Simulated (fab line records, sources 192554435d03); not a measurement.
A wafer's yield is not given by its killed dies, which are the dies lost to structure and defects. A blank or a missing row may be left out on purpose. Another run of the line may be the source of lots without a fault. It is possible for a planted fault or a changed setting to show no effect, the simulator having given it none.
fab line records || flow n5-finfet
[record] {"lots": 5, "wafers": 15, "last-day": 17}
route steps=1938 shown BEOL_M6@1210
lots with no fault: from the same line, run without faults
start-h: the number of hours between the record's first day and the start of the first shown wafer of the lot || wait-h: hours elapsed since this lot's preceding step || " the same as in the row above || L1.1+2: several wafers, shown together as one row || - no value, or no start was given || * or withheld: withheld || < > ~ a bound
route shown NAME@n: names a module that has steps shown in the file, with the first one's number in the route || usual: mean/standard deviation taken from wafers without a fault || same: alike in all rows || chamber/n: place in a boat || sites: per-site readings || _std_site: the values' standard deviation || _edge_site: the outer-site mean with the inner-site mean subtracted || radius-mm: for every site, how far away it sits from the centre of the wafer || mask NAME#n: copy n || behind: the tool/chamber that last shaped the wafer || hold: why the lot went on hold/how many hours it stayed there/how the hold came to an end || device: transistor that didn't switch, given as n, p or np || end of line: the same wafers' tests at the end of the route || for a step that has no rows: nothing shown but its recipe || killed: dies that structure and defects cost at the first sort, which is not the same as the wafer's yield || map: the dies of a wafer, with x for killed, . for not killed, _ for no die there
set.NAME: the setting as run; set.NAME@STEP: as run at that earlier step || model.NAME: the simulator's own value behind a step, which no gauge read
a table for each step, a row for each wafer; lots at some steps of the route
services: when a tool's chamber went out of use (start-h, in hours from the record's first day, below 0 if earlier), for how many hours, and the reason
[[steps]]
[step N5_BEOL_M6_DESCUM_16]
[recipe] {"chemistry": "O2", "time-s": 7.9, "source-power-w": 50, "bias-power-w": 20, "pressure-mtorr": 20, "rf-frequency-hz": 2.712e+07, "temp-c": 40, "resist": "CAR-ArF", "o2-flow-sccm": 225}
[step N5_BEOL_M6_ETCH_61]
[recipe] {"chemistry": "CF4", "target": "SiARC", "target-depth-a": 455, "mask-material": "CAR-ArF", "time-s": 75.8, "ion-energy-ev": 80, "pressure-mtorr": 40, "source-w": 545, "bias-w": 36, "Ar_flow_sccm": 100, "cf4-flow-sccm": 100, "ends": "cleared"}
[step N5_BEOL_M6_ETCH_62]
[recipe] {"chemistry": "N2/H2", "target": "SOC", "target-depth-a": 1100, "overetch-a": 220, "mask-material": "SiARC", "temp-c": 40, "time-s": 165, "ion-energy-ev": 200, "pressure-mtorr": 30, "source-w": 840, "bias-w": 150, "n2-flow-sccm": 200, "h2-flow-sccm": 200}
[step N5_BEOL_M6_STRIP_68]
[recipe] {"chemistry": "N2/H2", "temp-c": 40, "n2-flow-sccm": 200, "h2-flow-sccm": 200, "rf-frequency-hz": 6e+07}
[step N5_BEOL_M6_STRIP_67]
[recipe] {"chemistry": "CF4", "resist": "SiARC", "power-w": 300, "bias-power-w": 75, "pressure-mtorr": 50, "cf4-flow-sccm": 150, "rf-frequency-hz": 6e+07}
[step N5_BEOL_M6_HM_OPEN_17]
[recipe] {"chemistry": "Cl2/BCl3", "target-depth-a": 200, "overetch-a": 60, "target": "TiN", "mask-material": "SOC", "ion-energy-ev": 150, "pressure-mtorr": 10, "icp-w": 1000, "bias-w": 126, "Cl2_flow_sccm": 53.25, "bcl3-flow-sccm": 21.75, "Ar_flow_sccm": 25}
[step N5_BEOL_M6_STRIP_19]
[recipe] {"chemistry": "O2", "power-w": 400, "temp-c": 40, "pressure-mtorr": 30, "rf-frequency-hz": 6e+07, "bias-power-w": 0, "overash-fraction": 0.2, "o2-flow-sccm": 225}
[step N5_BEOL_M6_COAT_63]
[recipe] {"resist": "SOC", "temp-c": 250, "time-s": 60, "spin-rpm": 1500, "resist-thk-nm": 60}
[step N5_BEOL_M6_COAT_64]
[recipe] {"resist": "SiARC", "temp-c": 220, "time-s": 60, "spin-rpm": 1500, "resist-thk-nm": 12}
[step N5_BEOL_M6_COAT_71]
[recipe] {"resist": "underlayer", "temp-c": 205, "time-s": 60, "spin-rpm": 1500, "resist-thk-nm": 5}
[step N5_BEOL_M6_COAT_22]
[recipe] {"resist": "CAR-EUV", "spin-rpm": 1500, "resist-thk-nm": 30}
[usual] {"spin-speed-rpm": "1500.0/0.86"}
{"lot.wafer": "L887.1", "tool": "litho-track-01", "chamber": 0, "start-h": 246.48, "wait-h": "-", "spin-speed-rpm": 1431.7, "model.CAR-EUV_of_BEOL_M6_COAT_22.thk-nm": 30.8}
{"lot.wafer": "L887.4", "tool": "litho-track-01", "chamber": 0, "start-h": 246.48, "wait-h": "-", "spin-speed-rpm": 1433.0, "model.CAR-EUV_of_BEOL_M6_COAT_22.thk-nm": 30.8}
{"lot.wafer": "L887.6", "tool": "litho-track-01", "chamber": 0, "start-h": 246.48, "wait-h": "-", "spin-speed-rpm": 1430.9, "model.CAR-EUV_of_BEOL_M6_COAT_22.thk-nm": 30.8}
{"lot.wafer": "L889.3", "tool": "litho-track-01", "chamber": 0, "start-h": 258.16, "wait-h": "-", "spin-speed-rpm": 1432.2, "model.CAR-EUV_of_BEOL_M6_COAT_22.thk-nm": 30.6}
{"lot.wafer": "L889.5", "tool": "litho-track-01", "chamber": 0, "start-h": 258.16, "wait-h": "-", "spin-speed-rpm": 1432.7, "model.CAR-EUV_of_BEOL_M6_COAT_22.thk-nm": 30.8}
{"lot.wafer": "L889.6", "tool": "litho-track-01", "chamber": 0, "start-h": 258.16, "wait-h": "-", "spin-speed-rpm": 1430.5, "model.CAR-EUV_of_BEOL_M6_COAT_22.thk-nm": 30.6}
{"lot.wafer": "L890.1", "tool": "litho-track-01", "chamber": 0, "start-h": 261.60, "wait-h": "-", "spin-speed-rpm": 1432.3, "model.CAR-EUV_of_BEOL_M6_COAT_22.thk-nm": 30.8}
{"lot.wafer": "L890.4", "tool": "litho-track-01", "chamber": 0, "start-h": 261.60, "wait-h": "-", "spin-speed-rpm": 1430.9, "model.CAR-EUV_of_BEOL_M6_COAT_22.thk-nm": 30.8}
{"lot.wafer": "L890.6", "tool": "litho-track-01", "chamber": 0, "start-h": 261.60, "wait-h": "-", "spin-speed-rpm": 1431.8, "model.CAR-EUV_of_BEOL_M6_COAT_22.thk-nm": 30.8}
{"lot.wafer": "L896.2", "tool": "litho-track-05", "chamber": 0, "start-h": 289.12, "wait-h": "-", "spin-speed-rpm": 1499.3, "model.CAR-EUV_of_BEOL_M6_COAT_22.thk-nm": 30.2}
{"lot.wafer": "L896.4", "tool": "litho-track-05", "chamber": 0, "start-h": 289.12, "wait-h": "-", "spin-speed-rpm": 1500.0, "model.CAR-EUV_of_BEOL_M6_COAT_22.thk-nm": 30}
{"lot.wafer": "L896.6", "tool": "litho-track-05", "chamber": 0, "start-h": 289.12, "wait-h": "-", "spin-speed-rpm": 1500.4, "model.CAR-EUV_of_BEOL_M6_COAT_22.thk-nm": 30}
{"lot.wafer": "L901.1", "tool": "litho-track-01", "chamber": 0, "start-h": 324.79, "wait-h": "-", "spin-speed-rpm": 1501.0, "model.CAR-EUV_of_BEOL_M6_COAT_22.thk-nm": 30}
{"lot.wafer": "L901.4", "tool": "litho-track-01", "chamber": 0, "start-h": 324.79, "wait-h": "-", "spin-speed-rpm": 1500.6, "model.CAR-EUV_of_BEOL_M6_COAT_22.thk-nm": 30}
{"lot.wafer": "L901.6", "tool": "litho-track-01", "chamber": 0, "start-h": 324.79, "wait-h": "-", "spin-speed-rpm": 1500.6, "model.CAR-EUV_of_BEOL_M6_COAT_22.thk-nm": 30}
[step N5_BEOL_M6_EBR_24]
[recipe] {"solvent": "PGMEA", "ebr-width-mm": 1.5}
[step N5_BEOL_M6_SOFTBAKE_23]
[recipe] {"temp-c": 110, "time-s": 60, "resist": "CAR-EUV"}
[step N5_BEOL_M6_EXPOSE_25]
[recipe] {"mask-id": "V5", "na": 0.33, "source-shape": "annular", "sigma-inner": 0.4, "sigma-outer": 0.8, "polarization": "unpolarized", "target-cd-nm": 40, "dose-mj": 45}
[step N5_BEOL_M6_PEB_26]
[recipe] {"peb-temp-c": 100, "peb-time-s": 60, "resist": "CAR-EUV"}
[step N5_BEOL_M6_DEVELOP_27]
[recipe] {"develop-time-s": 30, "developer": "TMAH", "resist": "CAR-EUV", "rinse-liquid": "surfactant-rinse", "dry": "air-spin", "dev-temp-c": 23}
[step N5_BEOL_M6_DESCUM_33]
[recipe] {"chemistry": "O2", "time-s": 7, "source-power-w": 50, "bias-power-w": 20, "pressure-mtorr": 20, "rf-frequency-hz": 2.712e+07, "temp-c": 40, "resist": "CAR-EUV", "o2-flow-sccm": 225}
[usual] {"drypump-motor-current-A": "5.8/0.45", "oes-product-au": "0.79/0.1", "rf-vpp-V": "243.0/1.4", "showerhead-plenum-p-Torr": "2.08/0.083", "throttle-valve-pct": "20.40/0.25"}
{"lot.wafer": "L887.1", "tool": "rie-diel-05", "chamber": 3, "start-h": 246.87, "wait-h": 0.0, "drypump-motor-current-A": 6.5, "oes-product-au": 0.68, "rf-hours-counter-h": 227, "rf-vpp-V": 243.7, "showerhead-plenum-p-Torr": 2.15, "throttle-valve-pct": 20.69, "model.CAR-EUV_of_BEOL_M6_COAT_22.thk-nm": 26.8}
{"lot.wafer": "L887.4", "tool": "rie-diel-05", "chamber": 2, "start-h": 246.87, "wait-h": 0.0, "drypump-motor-current-A": 5.5, "oes-product-au": 0.88, "rf-hours-counter-h": 41, "rf-vpp-V": 241.9, "showerhead-plenum-p-Torr": 2.03, "throttle-valve-pct": 20.06, "model.CAR-EUV_of_BEOL_M6_COAT_22.thk-nm": 26.8}
{"lot.wafer": "L887.6", "tool": "rie-diel-05", "chamber": 0, "start-h": 246.87, "wait-h": 0.0, "drypump-motor-current-A": 5.7, "oes-product-au": 0.69, "rf-hours-counter-h": "-", "rf-vpp-V": 243.2, "showerhead-plenum-p-Torr": 2.17, "throttle-valve-pct": 20.51, "model.CAR-EUV_of_BEOL_M6_COAT_22.thk-nm": 26.8}
{"lot.wafer": "L889.3", "tool": "rie-diel-05", "chamber": 3, "start-h": 258.58, "wait-h": 0.0, "drypump-motor-current-A": 6.5, "oes-product-au": 0.68, "rf-hours-counter-h": 231, "rf-vpp-V": 244.3, "showerhead-plenum-p-Torr": 2.15, "throttle-valve-pct": 20.68, "model.CAR-EUV_of_BEOL_M6_COAT_22.thk-nm": 26.6}
{"lot.wafer": "L889.5", "tool": "rie-diel-05", "chamber": 1, "start-h": 258.58, "wait-h": 0.0, "drypump-motor-current-A": 5.1, "oes-product-au": 0.67, "rf-hours-counter-h": "-", "rf-vpp-V": 244.0, "showerhead-plenum-p-Torr": 2.17, "throttle-valve-pct": 20.82, "model.CAR-EUV_of_BEOL_M6_COAT_22.thk-nm": 26.8}
{"lot.wafer": "L889.6", "tool": "rie-diel-05", "chamber": 2, "start-h": 258.58, "wait-h": 0.0, "drypump-motor-current-A": 5.5, "oes-product-au": 0.87, "rf-hours-counter-h": "-", "rf-vpp-V": 242.9, "showerhead-plenum-p-Torr": 2.03, "throttle-valve-pct": 20.06, "model.CAR-EUV_of_BEOL_M6_COAT_22.thk-nm": 26.8}
{"lot.wafer": "L890.1", "tool": "rie-diel-05", "chamber": 3, "start-h": 261.98, "wait-h": 0.0, "drypump-motor-current-A": 6.5, "oes-product-au": 0.68, "rf-hours-counter-h": 232, "rf-vpp-V": 244.0, "showerhead-plenum-p-Torr": 2.15, "throttle-valve-pct": 20.69, "model.CAR-EUV_of_BEOL_M6_COAT_22.thk-nm": 26.8}
{"lot.wafer": "L890.4", "tool": "rie-diel-05", "chamber": 1, "start-h": 261.98, "wait-h": 0.0, "drypump-motor-current-A": 5.2, "oes-product-au": 0.67, "rf-hours-counter-h": "-", "rf-vpp-V": 242.9, "showerhead-plenum-p-Torr": 2.16, "throttle-valve-pct": 20.83, "model.CAR-EUV_of_BEOL_M6_COAT_22.thk-nm": 26.8}
{"lot.wafer": "L890.6", "tool": "rie-diel-05", "chamber": 3, "start-h": 261.98, "wait-h": 0.0, "drypump-motor-current-A": 6.5, "oes-product-au": 0.69, "rf-hours-counter-h": "-", "rf-vpp-V": 243.3, "showerhead-plenum-p-Torr": 2.15, "throttle-valve-pct": 20.69, "model.CAR-EUV_of_BEOL_M6_COAT_22.thk-nm": 26.8}
{"lot.wafer": "L896.2", "tool": "rie-diel-05", "chamber": 2, "start-h": 289.57, "wait-h": 0.1, "drypump-motor-current-A": 5.5, "oes-product-au": 0.86, "rf-hours-counter-h": 59, "rf-vpp-V": 242.4, "showerhead-plenum-p-Torr": 2.02, "throttle-valve-pct": 20.08, "model.CAR-EUV_of_BEOL_M6_COAT_22.thk-nm": 26.2}
{"lot.wafer": "L896.4", "tool": "rie-diel-05", "chamber": 3, "start-h": 289.57, "wait-h": 0.1, "drypump-motor-current-A": 6.5, "oes-product-au": 0.67, "rf-hours-counter-h": "-", "rf-vpp-V": 244.5, "showerhead-plenum-p-Torr": 2.14, "throttle-valve-pct": 20.70, "model.CAR-EUV_of_BEOL_M6_COAT_22.thk-nm": 26}
{"lot.wafer": "L896.6", "tool": "rie-diel-05", "chamber": 2, "start-h": 289.57, "wait-h": 0.1, "drypump-motor-current-A": 5.5, "oes-product-au": 0.85, "rf-hours-counter-h": "-", "rf-vpp-V": 241.3, "showerhead-plenum-p-Torr": 2.02, "throttle-valve-pct": 20.10, "model.CAR-EUV_of_BEOL_M6_COAT_22.thk-nm": 26.2}
{"lot.wafer": "L901.1", "tool": "rie-diel-02", "chamber": 3, "start-h": 325.38, "wait-h": 0.1, "drypump-motor-current-A": 5.9, "oes-product-au": 0.77, "rf-hours-counter-h": 103, "rf-vpp-V": 242.7, "showerhead-plenum-p-Torr": 2.01, "throttle-valve-pct": 20.50, "model.CAR-EUV_of_BEOL_M6_COAT_22.thk-nm": 26}
{"lot.wafer": "L901.4", "tool": "rie-diel-02", "chamber": 2, "start-h": 325.38, "wait-h": 0.1, "drypump-motor-current-A": 5.8, "oes-product-au": 0.86, "rf-hours-counter-h": 46, "rf-vpp-V": 242.2, "showerhead-plenum-p-Torr": 2.05, "throttle-valve-pct": 20.42, "model.CAR-EUV_of_BEOL_M6_COAT_22.thk-nm": 26}
{"lot.wafer": "L901.6", "tool": "rie-diel-02", "chamber": 3, "start-h": 325.38, "wait-h": 0.1, "drypump-motor-current-A": 6.0, "oes-product-au": 0.78, "rf-hours-counter-h": "-", "rf-vpp-V": 241.5, "showerhead-plenum-p-Torr": 2.01, "throttle-valve-pct": 20.49, "model.CAR-EUV_of_BEOL_M6_COAT_22.thk-nm": 26}
[step N5_BEOL_M6_ETCH_72]
[recipe] {"chemistry": "N2/H2", "target": "underlayer", "target-depth-a": 65, "mask-material": "CAR-EUV", "time-s": 5.2, "ion-energy-ev": 200, "pressure-mtorr": 30, "source-w": 840, "bias-w": 150, "n2-flow-sccm": 200, "h2-flow-sccm": 200, "ends": "cleared"}
[[services]]
{"tool": "rie-diel-05", "chamber": 3, "start-h": 253.97, "hours": 1.8, "kind": "repair"}
{"tool": "rie-diel-05", "chamber": 0, "start-h": 257.65, "hours": "-", "kind": "clean"}
{"tool": "rie-diel-05", "chamber": 0, "start-h": 257.65, "hours": "-", "kind": "consumable-replace:focus-ring"}
{"tool": "rie-diel-05", "chamber": 0, "start-h": 257.65, "hours": 22.0, "kind": "scheduled-down"}
{"tool": "rie-diel-05", "chamber": 0, "start-h": 257.65, "hours": 22.0, "kind": "vent-cycle"}
{"tool": "rie-diel-02", "chamber": 1, "start-h": 259.41, "hours": 3.0, "kind": "repair"}
{"tool": "rie-diel-02", "chamber": 0, "start-h": 272.35, "hours": 6.4, "kind": "repair"}
{"tool": "rie-diel-05", "chamber": 1, "start-h": 279.73, "hours": "-", "kind": "clean"}
{"tool": "rie-diel-05", "chamber": 1, "start-h": 279.73, "hours": "-", "kind": "consumable-replace:focus-ring"}
{"tool": "rie-diel-05", "chamber": 1, "start-h": 279.73, "hours": 13.1, "kind": "scheduled-down"}
{"tool": "rie-diel-05", "chamber": 1, "start-h": 279.73, "hours": 13.1, "kind": "vent-cycle"}
{"tool": "rie-diel-05", "chamber": 3, "start-h": 304.19, "hours": "-", "kind": "clean"}
{"tool": "rie-diel-05", "chamber": 3, "start-h": 304.19, "hours": "-", "kind": "consumable-replace:focus-ring"}
{"tool": "rie-diel-05", "chamber": 3, "start-h": 304.19, "hours": 26.9, "kind": "scheduled-down"}
{"tool": "rie-diel-05", "chamber": 3, "start-h": 304.19, "hours": 26.9, "kind": "vent-cycle"}
[[key]]
[first-sign] {"step": "N5_BEOL_M6_COAT_22", "reading": "spin-speed-rpm", "direction": "down", "sigmas": 79, "usual": "*", "struck": "*"}
effect none on later readings
[model-effect] {"step": "N5_BEOL_M6_COAT_22", "value": "CAR-EUV_of_BEOL_M6_COAT_22.thk-nm", "without": 30, "struck": 30.76}
[model-effect] {"step": "N5_BEOL_M6_DESCUM_33", "value": "CAR-EUV_of_BEOL_M6_COAT_22.thk-nm", "without": 26.07, "struck": 26.78}
met-at N5_BEOL_M6_COAT_22
struck-wafers L887.1,L887.4,L887.6,L889.3,L889.5,L889.6,L890.1,L890.4,L890.6
[fault] {"kind": "process-parameter-drift", "tool": "litho-track-01", "chamber": "-", "onset-h": 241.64, "steps": "N5_BEOL_M6_COAT_22", "channel": "spin-rpm", "offset": "*", "shape": "step", "end-h": 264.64, "acts-in": "*", "stated": "*"}
